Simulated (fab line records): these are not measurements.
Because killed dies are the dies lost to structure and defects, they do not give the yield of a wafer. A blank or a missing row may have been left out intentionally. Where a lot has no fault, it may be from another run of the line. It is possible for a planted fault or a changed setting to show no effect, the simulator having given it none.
A lot that was struck, set against a sound lot	flow nandHarc	14 steps out of a route of 1302
Sound: wafers L188.3, L188.4, L188.6. The struck wafers were L199.2, L199.3, L199.4. Last of all comes the cause.
Per side, at each step with rows, come the tool, then ch with its chambers, and then its first start. Under that, the readings that differ: sound wafers	struck wafers	difference of the means	sigmas: that difference in standard deviations of wafers without a fault.
alike: a reading whose means differ by less than 2 such deviations, as well as words and numbers matching on both sides. not compared: withheld readings; readings where some wafer has no value; bounds like >300 that might hide an equal value; numbers whose values overlap and for which the record gives no deviation.
A row with sigmas, a row that says differs or no value, or rows on one side alone: a step with any of these is where the two part. Non-overlapping numbers with no deviation appear without sigmas and do not part them. Lack of a reading on every wafer of one side parts them only where that side has two or more wafers.

NHARC_A_CHANNEL_FILL_D2_ALD_16: deposits SiO2, target thk 1.5 nm, pulse time 10 s, ald cycles 15.
  sound on aldHk-04 ch 2,3, day 14 21:57; struck on aldHk-01 ch 0,2,3, day 19 10:52
  alike: heaterPowerW, precursorPulseHeightRel
  not compared: sinceWetCleanH
then, 2 steps without rows for these wafers: NHARC_A_CHANNEL_FILL_D2_ANNEAL_17 (time 1800 s); NHARC_A_CHANNEL_FILL_D2_CVD_18 (deposits poly-Si, target thk 3 nm).
NHARC_A_CHANNEL_FILL_D2_ETCHBACK_19: etches the open film in HBr/Cl2, target depth 5 nm, time 1.7 s.
  sound on rieSi-02 ch 0,1, day 15 11:43; struck on rieSi-04 ch 0,2,3, day 20 00:58
  alike: drypumpMotorCurrentA, oesProductAu, throttleValvePct
  not compared: rfHoursCounterH
NHARC_A_CHANNEL_FILL_D2_ETCHBACK_20: etches the open film in C4F8/O2/Ar, target depth 27 nm, time 13.5 s.
  sound on rieDiel-04 ch 2,3, day 15 11:50; struck on rieDiel-04 ch 0,1, day 20 01:06
  alike: oesProductAu, rfVppV, runLengthS
  not compared: rfHoursCounterH
NHARC_A_CHANNEL_FILL_D2_STRIP_28: strips in O2, time 20 s.
  sound on rieDiel-04 ch 0,2, day 15 11:55; struck on rieDiel-04 ch 1,3, day 20 01:12
  alike: drypumpMotorCurrentA, oesProductAu, rfVppV, showerheadPlenumPTorr, throttleValvePct
  not compared: rfHoursCounterH
then, 4 steps without rows for these wafers: NHARC_A_CHANNEL_FILL_D2_PRECLEAN_21 (cleans in dHF, time 30 s); NHARC_A_CHANNEL_FILL_D2_SRD_23; NHARC_A_CHANNEL_FILL_D2_CVD_05 (deposits poly-Si, target thk 5 nm); NHARC_A_CHANNEL_FILL_D2_ANNEAL_22 (time 7200 s).
NHARC_A_CHANNEL_FILL_D2_THK_MEAS_06: measures by ellipsometry.
  sound on filmMetro-02 at day 15 23:11; struck on filmMetro-02 at day 20 12:54
reading	sound	struck	difference	sigmas
thkNm (nm)	3.4 5.5 3.6	6.3 4.5 7.5	+1.9	+2
NHARC_A_CHANNEL_FILL_D2_ALD_25: deposits SiOx, target thk 60 nm, pulse time 10 s, ald cycles 600.
  sound on aldHk-04 ch 0,2, day 15 23:15; struck on aldHk-01 ch 0,1,2, day 20 12:58
  alike: heaterPowerW, precursorPulseHeightRel
  not compared: sinceWetCleanH
NHARC_A_CHANNEL_FILL_D2_ETCHBACK_08: etches the open film in C4F8, target depth 220 nm, time 110 s.
  sound on rieDiel-13 ch 0,1, day 16 04:47; struck on rieDiel-13 ch 0,2,3, day 20 18:29
reading	sound	struck	difference	sigmas
runLengthS (s)	131.9 130.7 130.6	151.8 152.0 151.6	+20.7	+58
  alike: oesProductAu, rfVppV
  not compared: rfHoursCounterH
then, 1 step without rows for these wafers: NHARC_A_CHANNEL_FILL_D2_STRIP_29 (strips in O2, time 20 s).

## WHERE THEY PART
Earliest at NHARC_A_CHANNEL_FILL_D2_THK_MEAS_06; latest, in this record, at NHARC_A_CHANNEL_FILL_D2_ETCHBACK_08.

WHY: what had been put in by the simulator
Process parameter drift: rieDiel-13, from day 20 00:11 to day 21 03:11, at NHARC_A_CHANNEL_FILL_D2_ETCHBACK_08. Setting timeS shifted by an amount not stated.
